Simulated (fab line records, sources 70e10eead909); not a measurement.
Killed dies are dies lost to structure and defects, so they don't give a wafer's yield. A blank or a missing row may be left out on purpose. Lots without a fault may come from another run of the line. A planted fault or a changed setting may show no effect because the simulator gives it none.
Which tool did it? | flow nand_harc | 13 lots, 39 wafers sampled, at 6 steps of a route of 1159

WHAT THE GAUGES READ, wafer by wafer
NHARC_A_CONTACT_CD_MEAS_15.
lot  | measured     | on        | cd_nm (nm)
L102 | day 17 03:22 | cd_sem-02 | 89.9 90.5 90.2
L105 | day 17 19:59 | cd_sem-01 | 90.1 90.6 90.3
L108 | day 18 14:49 | cd_sem-03 | 90.6 90.1 89.8
L109 | day 19 03:26 | cd_sem-02 | 89.8 89.9 90.6
L110 | day 19 03:55 | cd_sem-03 | 89.8 90.2 90.3
L111 | day 19 12:52 | cd_sem-02 | 89.4 89.1 90.0
L114 | day 20 13:49 | cd_sem-02 | 89.8 90.6 90.2
L118 | day 21 02:22 | cd_sem-01 | 90.6 90.6 90.4
L117 | day 21 04:26 | cd_sem-03 | 90.7 89.8 90.8
L115 | day 21 10:48 | cd_sem-01 | 90.1 89.3 90.1
L120 | day 21 13:04 | cd_sem-03 | 90.1 89.9 89.8
L121 | day 21 20:01 | cd_sem-02 | 89.6 89.2 89.3
L122 | day 22 01:04 | cd_sem-01 | 90.2 90.0 90.9

NHARC_A_BLC_CD_MEAS_10: target cd 100 nm.
lot  | measured     | on        | cd_nm (nm)
L102 | day 17 13:26 | cd_sem-03 | 99.5 99.4 100.0
L105 | day 17 22:57 | cd_sem-02 | 100.1 99.4 99.7
L108 | day 18 17:50 | cd_sem-02 | 100.7 100.9 100.3
L109 | day 19 10:45 | cd_sem-03 | 99.6 100.2 100.2
L110 | day 19 11:22 | cd_sem-02 | 99.7 99.7 99.8
L111 | day 19 16:00 | cd_sem-03 | 100.9 100.5 100.8
L114 | day 20 16:53 | cd_sem-01 | 117.7 117.8 117.6
L118 | day 21 09:59 | cd_sem-01 | 113.3 112.7 113.5
L117 | day 21 10:43 | cd_sem-03 | 111.6 111.5 111.9
L115 | day 21 14:25 | cd_sem-03 | 111.9 112.0 111.5
L120 | day 21 16:10 | cd_sem-01 | 100.1 100.5 99.9
L121 | day 22 01:01 | cd_sem-03 | 100.5 100.0 100.5
L122 | day 22 10:20 | cd_sem-01 | 100.0 101.1 100.8

NHARC_A_BLC_OVL_MEAS_11.
lot  | measured     | on         | overlay_x_nm (nm) | overlay_y_nm (nm)
L102 | day 17 13:32 | overlay-02 | 0.2 0.7 0.5       | 0.2 0.5 0.2
L105 | day 17 23:02 | overlay-01 | -0.9 -0.8 -0.3    | -1.4 -1.4 -1.2
L108 | day 18 17:56 | overlay-02 | 1.1 1.1 0.7       | -0.2 0.2 -0.3
L109 | day 19 10:50 | overlay-02 | 0.0 0.2 0.1       | -0.3 0.4 -0.2
L110 | day 19 11:28 | overlay-02 | 0.1 -0.1 0.6      | 0.0 -0.2 0.2
L111 | day 19 16:05 | overlay-01 | 0.1 -0.7 -0.5     | 1.8 1.6 1.7
L114 | day 20 16:59 | overlay-02 | 0.9 0.6 0.6       | -0.9 -0.1 -0.7
L118 | day 21 10:04 | overlay-02 | 0.6 0.4 0.0       | -0.3 -0.5 -0.3
L117 | day 21 10:49 | overlay-01 | -2.0 -2.0 -2.3    | 0.1 1.0 0.4
L115 | day 21 14:30 | overlay-02 | -0.2 0.4 0.6      | -0.8 -1.0 -0.4
L120 | day 21 16:14 | overlay-01 | 0.6 0.6 -0.1      | 0.1 0.1 0.7
L121 | day 22 01:07 | overlay-02 | 0.2 0.2 0.4       | -1.0 -1.6 -1.0
L122 | day 22 10:25 | overlay-01 | -0.3 -0.1 -0.4    | -1.7 -1.6 -1.1

NHARC_END_SORT_01.
lot  | measured     | on        | killed_at_array | killed_at_other | killed_at_periphery | killed_dies | killed_open | killed_short
L114 | day 22 13:58 | prober-01 | 298 253 199     | 0 0 0           | 7 2 2               | 305 255 201 | 5 6 5       | 2 2 1
L118 | day 23 10:17 | prober-01 | 122 57 112      | 2 1 0           | 5 2 2               | 129 60 114  | 5 3 1       | 5 1 1
L117 | day 23 10:20 | prober-02 | 73 39 90        | 0 0 1           | 5 5 6               | 78 44 97    | 5 1 4       | 1 3 3
L115 | day 24 02:34 | prober-01 | 60 34 27        | 2 1 2           | 2 2 2               | 64 37 31    | 3 1 2       | 2 4 2

WHICH TOOL RAN EACH LOT (tool, then ch and the chambers of the sampled wafers, then the start)
lot  | NHARC_A_CONTACT_ETCH_136             | NHARC_A_BLC_EXPOSE_07
L102 | har_cap_etch-03 ch 0,1, day 17 02:13 | arfi_scanner-03 ch 0, day 17 13:19
L105 | har_cap_etch-02 ch 0,1, day 17 18:52 | arfi_scanner-01 ch 0, day 17 22:49
L108 | har_cap_etch-01 ch 0,1, day 18 13:37 | arfi_scanner-01 ch 0, day 18 17:42
L109 | har_cap_etch-03 ch 0, day 19 02:26   | arfi_scanner-03 ch 0, day 19 10:37
L110 | har_cap_etch-02 ch 0,1, day 19 02:44 | arfi_scanner-03 ch 0, day 19 11:14
L111 | har_cap_etch-03 ch 0,1, day 19 11:52 | arfi_scanner-02 ch 0, day 19 15:52
L114 | har_cap_etch-03 ch 0,1, day 20 12:50 | arfi_scanner-01 ch 0, day 20 16:45
L118 | har_cap_etch-01 ch 0,1, day 21 01:23 | arfi_scanner-01 ch 0, day 21 09:50
L117 | har_cap_etch-02 ch 0,1, day 21 03:01 | arfi_scanner-01 ch 0, day 21 10:35
L115 | har_cap_etch-03 ch 0,1, day 21 09:47 | arfi_scanner-01 ch 0, day 21 14:17
L120 | har_cap_etch-03 ch 0,1, day 21 12:05 | arfi_scanner-02 ch 0, day 21 16:01
L121 | har_cap_etch-02 ch 0, day 21 18:23   | arfi_scanner-03 ch 0, day 22 00:53
L122 | har_cap_etch-01 ch 0,1, day 22 00:05 | arfi_scanner-03 ch 0, day 22 10:11
- NHARC_A_CONTACT_ETCH_136: etches the open film in C4F8/O2/Ar, time 132 s, target depth 1287 nm.
- NHARC_A_BLC_EXPOSE_07: exposes mask A BLC, target cd 100 nm.

WHAT THE TOOLS THEMSELVES READ (means of the sampled wafers that have a number; where no wafer has one, the mark that the record gives instead)
NHARC_A_BLC_EXPOSE_07.
lot  | tool            | exposure_dose_mJ_cm2 | reticle_temp_C (C)
L102 | arfi_scanner-03 | 67.90                | 22.89
L105 | arfi_scanner-01 | 67.97                | 23.01
L108 | arfi_scanner-01 | 68.06                | 23.08
L109 | arfi_scanner-03 | 67.92                | 23.20
L110 | arfi_scanner-03 | 67.99                | 23.14
L111 | arfi_scanner-02 | 68.02                | 22.92
L114 | arfi_scanner-01 | 89.94                | 22.96
L118 | arfi_scanner-01 | 85.51                | 23.11
L117 | arfi_scanner-01 | 83.14                | 23.09
L115 | arfi_scanner-01 | 83.18                | 23.01
L120 | arfi_scanner-02 | 67.99                | 22.96
L121 | arfi_scanner-03 | 67.94                | 22.92
L122 | arfi_scanner-03 | 67.92                | 23.04

THE ANSWER, worked out from the rows above alone
Rule: what is usual is taken from the lots themselves. Put in order of their means at a reading, lots are off if they are a third of the lots or fewer, leave a main group of 4 or more, and stand apart from it by a gap of 3 or more times the standard deviation of the main group's means; of several such gaps the widest counts. A main group whose means are all the same, to the digits that the tables above print for the reading, isn't used. A lot without any number at a reading at which 4 lots or more have one is off too. The other lots that the step has rows for count as sound. The gauges are gone through in route order, then the tools' own readings, and for those a lot's mean is taken as printed above. The first step at which some lot is off is used, and at that step the reading that is off furthest; a lot without a number counts as furthest.
Off: L114, L118, L117, L115, at NHARC_A_BLC_CD_MEAS_10 (cd_nm). The main group: mean 100.2 nm, standard deviation 0.4.
A tool fits if, at a process step before that reading, it ran every lot that is off, and no sound lot after the first of them. The gauges at NHARC_A_BLC_CD_MEAS_10 aren't tried: what is off there is off at NHARC_A_BLC_EXPOSE_07 too, on other tools, and a gauge's error can't cause that. One fits: arfi_scanner-01 at NHARC_A_BLC_EXPOSE_07. Its last sound lot is L108 (day 18 17:42), its first lot that is off L114 (day 20 16:45): a fault that began between those two fits.
The tool's own readings at NHARC_A_BLC_EXPOSE_07 bear it out: on the lots that are off they differ by more than 5 times the standard deviation of the sound lots' means. exposure_dose_mJ_cm2 reads 85.44 there against 67.97 on the sound lots.

WHAT THE SIMULATOR HAD PUT IN
Process parameter drift: arfi_scanner-01, from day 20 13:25 on, at NHARC_A_BLC_EXPOSE_07. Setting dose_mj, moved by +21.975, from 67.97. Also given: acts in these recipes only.
Lots struck among those shown: L114, L118, L117, L115. The rule above found the same.
